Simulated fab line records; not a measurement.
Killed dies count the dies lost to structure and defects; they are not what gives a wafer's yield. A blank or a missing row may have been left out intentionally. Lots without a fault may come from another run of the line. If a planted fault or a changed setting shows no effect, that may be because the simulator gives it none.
Matching of chambers -- flow n5-finfet -- 4 sister chambers for N5_BEOL_M2_ETCH_69 on rie-diel-01
The step etches SiARC in CF4, target depth 15.6 nm, time 26 s. 4 wafers are shown with their chamber, then 8 later ones without.

== WAFERS WITH THEIR CHAMBER ==
wafer,chamber,throttle-valve-pct (%)
L080.1,1,15.50
L084.5,0,15.63
L084.6,3,15.87
L087.2,2,15.74

== WAFERS WITHOUT THEIR CHAMBER ==
wafer,throttle-valve-pct (%)
L087.3,15.53
L087.6,15.53
L088.2,15.64
L088.3,15.86
L088.4,15.75
L092.3,15.67
L092.5,15.65
L092.6,15.88

== EACH ONE'S CHAMBER ==
wafer,from the rows above,in truth
L087.3,1,1
L087.6,1,1
L088.2,0,0
L088.3,3,3
L088.4,2,2
L092.3,can't be placed: 0 or 2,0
L092.5,0,0
L092.6,3,3
Placed correctly: 7 of 8. Unplaceable from these rows: 1, with the true chamber sitting among the candidates in 1. Wrongly placed: 0.
How it was worked out, from the rows above alone: a wafer's distance from a chamber is the root of the sum, over the readings, of the square of ((its reading less the chamber's mean) divided by the reading's scatter). The wafer belongs to the nearest chamber; if the next one is less than 2 further off, it can't be placed. For every chamber, the mean is computed from those of its wafers that are shown. The scatter: root of mean squared gap, hidden wafer to nearest shown wafer, with one shown wafer a chamber.
